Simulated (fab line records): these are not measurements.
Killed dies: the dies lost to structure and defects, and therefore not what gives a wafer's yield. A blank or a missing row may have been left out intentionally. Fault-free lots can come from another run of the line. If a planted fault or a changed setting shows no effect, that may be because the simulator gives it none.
fab line records | flow n5_finfet
record: lots: 7 wafers: 39
route steps=1938 shown FIN_CUT@173 DUMMY_GATE@220 GATE_CUT@469 MOL_CONTACT_COAG@541
start_h: the number of hours between the record's first day and the start of the first shown wafer of the lot | wait_h: hours elapsed since this lot's preceding step | " as in the row above | L1.1+2: one row covering several wafers at once | - either no value or no given start | * or withheld: withheld | < > ~ a bound
route shown NAME@n: a module of which the file shows steps, and the number in the route of the first | usual: mean/standard deviation of fault-free wafers | same: alike in all rows | chamber/n: place in a boat | sites: readings site by site | _std_site: the values' standard deviation | _edge_site: outer sites' mean less inner sites' | radius_mm: for every site, how far away it sits from the centre of the wafer | mask NAME#n: copy n | behind: the most recent tool/chamber to have shaped the wafer | hold: what put the lot on hold/how long, in hours/how the hold closed | device: transistor that didn't switch, given as n, p or np | end of line: at the end of the route, the tests of the same wafers | a step without rows: its recipe alone | killed: not the wafer's yield, but the dies lost to structure and defects at the first sort | map: shows each die of a wafer: x if killed, . if not, _ if none is there
set.NAME: the setting that was run; set.NAME@STEP: the one run at that earlier step | model.NAME: the simulator's own value behind a step, which no gauge read
lots whose settings were changed on purpose; a table a step, a row a wafer
== steps ==
step: N5_FIN_CUT_CUT_ETCH_26
recipe: chemistry: CH3F/O2 target: SiNx target_depth_a: 390 mask_material: SOC time_s: 55.7 pressure_mtorr: 30 source_w: 395 bias_w: 73 Ar_flow_sccm: 150 CH3F_flow_sccm: 30 O2_flow_sccm: 20 ion_energy_ev: 120
columns lot.wafer tool chamber start_h wait_h set.time_s model.etch.depth_nm model.SOC_of_FIN_CUT_COAT_18.thk_nm
L076.1 rie_diel-02 2 40.18 0.0 61.8 42.69 209.2
L076.2 " 3 " " 55.7 38.26 212.4
L076.3 " 1 " " 61.8 44.21 209.2
L076.4 " 0 " " 55.7 39.01 211.2
L076.5 " 2 " " 61.8 42.96 208.6
L076.6 " 1 " " 55.7 40.05 210.8
L078.1 rie_diel-02 1 56.77 0.0 64.39 46.62 209.6
L078.2 " 0 " " 55.7 39.38 212.6
L078.3 " 2 " " 55.7 38.77 212.6
L078.4 " 3 " " 64.39 44.86 210
L078.5 " 0 " " 55.7 39.05 213.2
L078.6 " 3 " " 64.39 44.51 210.2
L079.3 rie_diel-04 1 60.64 0.0 55.7 38.36 211.8
L079.4 " 2 " " 55.7 39.42 211.8
L079.5 " 2 " " 55.7 39.43 211.2
L082.1 rie_diel-03 3 76.41 0.0 55.7 38.7 211.6
L082.2 " 0 " " 55.7 38.46 210.8
L082.3 " 2 " " 55.7 38.47 211.6
L082.4 " 1 " " 55.7 37.9 211.4
L082.5 " 2 " " 55.7 38.23 211.4
L082.6 " 1 " " 55.7 38.06 211.6
L083.1 rie_diel-04 3 82.82 0.0 51.7 35.95 213.2
L083.2 " 2 " " 51.7 37.1 213
L083.3 " 1 " " 55.7 38.42 211.8
L083.4 " 0 " " 55.7 38.67 212.2
L083.5 " 0 " " 55.7 38.85 212.4
L083.6 " 1 " " 51.7 35.77 212.8
L084.1 rie_diel-02 0 87.90 0.0 55.7 38.7 211.4
L084.2 " 3 " " 43.67 30.52 215
L084.3 " 1 " " 43.67 31.29 215.6
L084.4 " 0 " " 55.7 38.74 211.6
L084.5 " 3 " " 55.7 38.75 211.4
L084.6 " 1 " " 43.67 30.94 214.6
L090.1 rie_diel-04 0 125.69 0.0 46.13 31.7 214.6
L090.2 " 3 " " 55.7 38.91 211.8
L090.3 " 2 " " 55.7 39.76 211
L090.4 " 1 " " 55.7 38.22 211.6
L090.5 " 2 " " 46.13 32.57 213.8
L090.6 " 3 " " 46.13 32.12 214.6
step: N5_FIN_CUT_CUT_ETCH_27
recipe: chemistry: CHF3/O2 target: SiO2 target_depth_a: 40 mask_material: SOC overetch_a: 20 time_s: 4.9 pressure_mtorr: 30 source_w: 650 bias_w: 170 Ar_flow_sccm: 200 CHF3_flow_sccm: 50 O2_flow_sccm: 5 ion_energy_ev: 200
step: N5_FIN_CUT_PRECLEAN_35
recipe: time_s: 13.3 temp_c: 45 pressure_torr: 125 p_hf_torr: 3 p_coreactant_torr: 25 chemistry: vHF
step: N5_FIN_CUT_CUT_ETCH_15
recipe: chemistry: HBr/Cl2/O2 target: Si target_depth_a: 1000 bt_time_s: 10 mask_material: SOC time_s: 42.4 ion_energy_ev: * bias_w: * pressure_mtorr: 10 icp_w: 800 HBr_flow_sccm: 150 Cl2_flow_sccm: 80 O2_flow_sccm: 12
columns lot.wafer tool chamber start_h wait_h set.time_s@FIN_CUT_CUT_ETCH_26 model.SOC_of_FIN_CUT_COAT_18.thk_nm
L076.1+5 rie_si-02 0,3 40.38 0.1 61.8 168
L076.2 " 3 " " 55.7 172
L076.3 " 2 " " 61.8 168.6
L076.4+6 " 0,2 " " 55.7 170.4
L078.1+6 rie_si-05 2,1 56.96 0.1 64.39 168.6
L078.2 " 1 " " 55.7 171
L078.3 " 0 " " 55.7 171.6
L078.4 " 3 " " 64.39 169.4
L078.5 " 2 " " 55.7 172
L079.3+4 rie_si-03 2,1 60.83 0.0 55.7 170.2
L079.5 " 3 " " 55.7 170.8
L082.1+3 rie_si-03 2,1 76.60 0.1 55.7 170
L082.2 " 3 " " 55.7 170.8
L082.4 " 0 " " 55.7 170.4
L082.5 " 1 " " 55.7 170.2
L082.6 " 0 " " 55.7 170.6
L083.1 rie_si-02 3 83.01 0.1 51.7 171.8
L083.2 " 0 " " 51.7 171.2
L083.3 " 1 " " 55.7 171.2
L083.4 " 2 " " 55.7 171.6
L083.5 " 2 " " 55.7 171.8
L083.6 " 1 " " 51.7 172
L084.1 rie_si-05 2 88.09 0.1 55.7 170.8
L084.2+6 " 1,3 " " 43.67 174
L084.3 " 3 " " 43.67 174.8
L084.4 " 0 " " 55.7 171
L084.5 " 2 " " 55.7 170.6
L090.1 rie_si-03 2 125.89 0.1 46.13 172.6
L090.2 " 3 " " 55.7 171.4
L090.3 " 0 " " 55.7 169.4
L090.4 " 1 " " 55.7 170.4
L090.5 " 2 " " 46.13 172
L090.6 " 3 " " 46.13 174.2
step: N5_DUMMY_GATE_HM_DEP_06
recipe: material: SiNx target_thk_a: 800 precursor: DCS/NH3 temp_c: 700 pressure_mtorr: 300 time_s: 5141
columns lot.wafer tool chamber start_h wait_h set.target_thk_a model.SiNx_of_DUMMY_GATE_HM_DEP_06.thk_nm
L076.1+3 - - - 0.0 878.8 87.6
L076.2+4 " - " " 878.8 88.4
L076.5 " - " " 878.8 88.6
L076.6 " - " " 878.8 88.2
L078.1 - - - 0.3 800 79
L078.2+3 " - " " 800 79.6
L078.4+6 " - " " 800 79.8
L078.5 " - " " 800 79.2
L079.3 lpcvd-02 0/75 76.45 0.6 800 79.8
L079.4 " 0/79 " " 800 80
L079.5 " 0/84 " " 800 78.8
L082.1+5 - - - 0.0 746.2 75
L082.2+3 " - " " 746.2 74.6
L082.4+6 " - " " 746.2 75.2
L083.1 - - - 0.0 800 78.4
L083.2+5 " - " " 800 78.8
L083.3 " - " " 800 78.2
L083.4 " - " " 800 79.2
L083.6 " - " " 800 78.6
L084.1 - - - 0.0 906.9 90.8
L084.2 " - " " 906.9 91
L084.3+4 " - " " 906.9 90.2
L084.5+6 " - " " 906.9 90.6
L090.1+2+3+5+6 - - - 3.2 910.1 90.6
L090.4 " - " " 910.1 90.4
step: N5_DUMMY_GATE_ETCH_32
recipe: chemistry: CF4 target: SiO2 target_depth_a: 35 time_s: 3.9 ion_energy_ev: 350 pressure_mtorr: 10 icp_w: 800 bias_w: 400 cf4_flow_sccm: 80
columns lot.wafer tool chamber start_h wait_h set.time_s model.etch.depth_nm
L076.1 rie_si-02 2 60.66 0.1 3.9 3.39
L076.2 " 3 " " 3.9 3.493
L076.3 " 1 " " 4.556 3.988
L076.4 " 0 " " 4.556 4.112
L076.5 " 3 " " 4.556 4.096
L076.6 " 2 " " 3.9 3.4
L078.1 rie_si-03 2 77.80 0.1 3.9 3.58
L078.2 " 0 " " 4.529 4.017
L078.3 " 1 " " 3.9 3.574
L078.4 " 3 " " 4.529 3.969
L078.5 " 0 " " 3.9 3.488
L078.6 " 1 " " 4.529 4.148
L079.3 rie_si-05 1 81.63 0.1 3.9 3.516
L079.4 " 0 " " 3.9 3.463
L079.5 " 3 " " 3.9 3.469
L082.1 rie_si-03 0 95.63 0.1 3.9 3.421
L082.2 " 1 " " 2.973 2.676
L082.3 " 3 " " 2.973 2.588
L082.4 " 2 " " 2.973 2.687
L082.5 " 0 " " 3.9 3.44
L082.6 " 1 " " 3.9 3.541
L083.1 rie_si-02 2 101.65 0.1 3.64 3.196
L083.2 " 1 " " 3.64 3.194
L083.3 " 3 " " 3.64 3.261
L083.4 " 1 " " 3.9 3.386
L083.5 " 2 " " 3.9 3.389
L083.6 " 3 " " 3.9 3.493
L084.1 rie_si-03 3 107.17 0.1 3.9 3.398
L084.2 " 1 " " 3.9 3.532
L084.3 " 2 " " 3.205 2.93
L084.4 " 0 " " 3.9 3.465
L084.5 " 3 " " 3.205 2.805
L084.6 " 0 " " 3.205 2.866
L090.1 rie_si-05 2 152.64 0.1 3.9 3.488
L090.2 " 1 " " 3.9 3.459
L090.3 " 3 " " 3.9 3.464
L090.4 " 0 " " 3.9 3.45
L090.5 " 0 " " 3.9 3.498
L090.6 " 3 " " 3.9 3.455
step: N5_DUMMY_GATE_ETCH_42
recipe: chemistry: CHF3/O2 target: SiO2 target_depth_a: 35 time_s: 31 ion_energy_ev: 30 bias_w: 12 pressure_mtorr: 30 source_w: 600 Ar_flow_sccm: 200 CHF3_flow_sccm: 50 O2_flow_sccm: 5
usual: rf_vpp_V: 42.6/1.1
columns lot.wafer tool chamber start_h wait_h set.bias_w rf_vpp_V
L076.1 rie_diel-02 0 60.91 0.0 10.53 38.2
L076.2 " 1 " " 12 42.8
L076.3 " 2 " " 10.53 39.3
L076.4 " 2 " " 12 43.5
L076.5 " 1 " " 12 42.0
L076.6 " 0 " " 10.53 39.2
L078.1 rie_diel-02 2 78.05 0.0 12 43.3
L078.2 " 0 " " 10.83 39.9
L078.3 " 1 " " 12 42.5
L078.4 " 1 " " 12 43.0
L078.5 " 0 " " 10.83 40.0
L078.6 " 2 " " 10.83 39.3
L079.3 rie_diel-03 3 81.88 0.0 12 40.6
L079.4 " 0 " " 12 40.4
L079.5 " 1 " " 12 40.3
L082.1 rie_diel-04 3 95.88 0.0 10.83 39.5
L082.2 " 1 " " 12 42.4
L082.3 " 2 " " 12 42.9
L082.4 " 0 " " 10.83 39.9
L082.5 " 3 " " 10.83 39.6
L082.6 " 2 " " 12 45.6
L083.1 rie_diel-03 1 101.90 0.0 12 42.5
L083.2 " 3 " " 12 42.3
L083.3 " 2 " " 12 41.7
L083.4 " 0 " " 12 42.4
L083.5 " 0 " " 12 42.4
L083.6 " 1 " " 12 40.0
L084.1 rie_diel-03 0 107.42 0.0 12 40.7
L084.2 " 2 " " 11.07 37.9
L084.3 " 3 " " 12 41.4
L084.4 " 1 " " 11.07 39.6
L084.5 " 2 " " 12 41.2
L084.6 " 3 " " 11.07 39.6
L090.1 rie_diel-02 2 153.13 0.3 10.09 38.0
L090.2 " 0 " " 10.09 38.4
L090.3 " 3 " " 12 42.6
L090.4 " 1 " " 12 43.2
L090.5 " 1 " " 10.09 38.9
L090.6 " 2 " " 12 43.4
step: N5_GATE_CUT_ETCH_58
recipe: chemistry: CH3F/O2 target: SiNx target_depth_a: 170 time_s: 128.6 ion_energy_ev: 50 pressure_mtorr: 30 source_w: 415 bias_w: 21 Ar_flow_sccm: 150 CH3F_flow_sccm: 30 O2_flow_sccm: 20
columns lot.wafer tool chamber start_h wait_h set.time_s model.etch.depth_nm model.SiNx_of_SDB_ALD_29.thk_nm
L076.1 rie_diel-03 0 94.11 0.0 128.6 16.44 24.6
L076.2 " 3 " " 142.9 18.51 24.4
L076.3 " 2 " " 128.6 16.47 24.6
L076.4 " 1 " " 128.6 16.51 24.8
L076.5 " 0 " " 142.9 18.49 24.2
L076.6 " 1 " " 142.9 18.35 24.4
L078.1 rie_diel-03 0 111.99 0.1 128.6 16.63 24.6
L078.2 " 2 " " 128.6 16.6 24.6
L078.3 " 1 " " 128.6 16.77 24.6
L078.4 " 3 " " 128.6 16.82 24.4
L078.5+6 " 0,1 " " 128.6 16.63 24.4
L079.3 rie_diel-02 1 118.46 0.0 128.6 17.13 24.6
L079.4 " 0 " " 128.6 16.97 24.8
L079.5 " 0 " " 128.6 16.94 24.6
L082.1 rie_diel-02 3 131.74 0.1 138 18.46 24.2
L082.2 " 0 " " 138 18.2 24.2
L082.3 " 1 " " 128.6 17.19 24.6
L082.4 " 2 " " 128.6 17.46 24.4
L082.5 " 0 " " 138 18.07 24.4
L082.6 " 3 " " 128.6 17.29 24.4
L083.1 rie_diel-02 2 135.28 0.1 128.6 17.5 24.4
L083.2 " 3 " " 128.6 17.47 24.4
L083.3 " 1 " " 128.6 17.18 24.4
L083.4 " 0 " " 128.6 16.97 24.6
L083.5 " 3 " " 128.6 17.25 24.6
L083.6 " 2 " " 128.6 17.61 24.2
L084.1 rie_diel-02 2 140.83 0.0 128.6 17.45 24.6
L084.2 " 3 " " 153 20.64 23.8
L084.3 " 1 " " 153 20.53 24
L084.4 " 0 " " 153 20.33 24
L084.5 " 1 " " 128.6 17.42 24.6
L084.6 " 0 " " 128.6 17.21 24.6
L090.1 rie_diel-03 0 184.03 0.1 128.6 16.77 24.6
L090.2 " 3 " " 128.6 16.85 24.6
L090.3 " 1 " " 106.6 13.77 25
L090.4 " 2 " " 128.6 16.33 24.6
L090.5 " 3 " " 106.6 13.78 25
L090.6 " 0 " " 106.6 13.82 25
step: N5_MOL_CONTACT_COAG_IMPLANT_129
recipe: species: Ge energy_kev: 3 dose_cm2: 6e+14 tilt_deg: 0 rotation_deg: 0
columns lot.wafer tool chamber start_h wait_h set.energy_kev model.implant.rp_nm model.implant.drp_nm
L076.1+2+5 implanter-01 0 115.13 0.0 3 6.159 2.134
L076.3+4+6 " 0 " " 3.678 6.907 2.422
L078.1+5+6 implanter-02 0 120.70 0.0 3 6.043 2.134
L078.2+3+4 " 0 " " 3.567 6.661 2.376
L079.3+4+5 implanter-02 0 126.72 0.1 3 5.941 2.134
L082.1+3+5 implanter-02 0 140.30 0.0 3 6.029 2.134
L082.2+4+6 " 0 " " 2.216 5.105 1.77
L083.1+2+5 implanter-02 0 143.98 0.0 3.825 7.045 2.482
L083.3+4+6 " 0 " " 3 6.143 2.134
L084.1+4+5 implanter-01 0 150.37 0.0 3 6.081 2.134
L084.2+3+6 " 0 " " 2.358 5.325 1.839
L090.1+4+5 implanter-01 0 191.94 0.0 3 6.205 2.134
L090.2+3+6 " 0 " " 3.764 7.052 2.457
== key ==
split: step: N5_FIN_CUT_CUT_ETCH_26 setting: time_s stated: 55.7 by: wafer
response: step: N5_FIN_CUT_CUT_ETCH_26 reading: model.etch.depth_nm change: +0.38 per: 1% r: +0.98
response: step: N5_FIN_CUT_CUT_ETCH_26 reading: model.SOC_of_FIN_CUT_COAT_18.thk_nm change: -0.174 per: 1% r: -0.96
response: step: N5_FIN_CUT_CUT_ETCH_15 reading: model.SOC_of_FIN_CUT_COAT_18.thk_nm change: -0.162 per: 1% r: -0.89
split: step: N5_DUMMY_GATE_HM_DEP_06 setting: target_thk_a stated: 800 by: lot
response: step: N5_DUMMY_GATE_HM_DEP_06 reading: model.SiNx_of_DUMMY_GATE_HM_DEP_06.thk_nm change: +0.806 per: 1% r: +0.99
split: step: N5_DUMMY_GATE_ETCH_32 setting: time_s stated: 3.9 by: wafer
response: step: N5_DUMMY_GATE_ETCH_32 reading: model.etch.depth_nm change: +0.0341 per: 1% r: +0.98
split: step: N5_DUMMY_GATE_ETCH_42 setting: bias_w stated: 12 by: wafer
response: step: N5_DUMMY_GATE_ETCH_42 reading: rf_vpp_V change: +0.316 per: 1% r: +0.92
split: step: N5_GATE_CUT_ETCH_58 setting: time_s stated: 128.6 by: wafer
response: step: N5_GATE_CUT_ETCH_58 reading: model.etch.depth_nm change: +0.165 per: 1% r: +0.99
response: step: N5_GATE_CUT_ETCH_58 reading: model.SiNx_of_SDB_ALD_29.thk_nm change: -0.0297 per: 1% r: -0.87
split: step: N5_MOL_CONTACT_COAG_IMPLANT_129 setting: energy_kev stated: 3 by: wafer
response: step: N5_MOL_CONTACT_COAG_IMPLANT_129 reading: model.implant.rp_nm change: +0.0338 per: 1% r: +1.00
response: step: N5_MOL_CONTACT_COAG_IMPLANT_129 reading: model.implant.drp_nm change: +0.0131 per: 1% r: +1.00
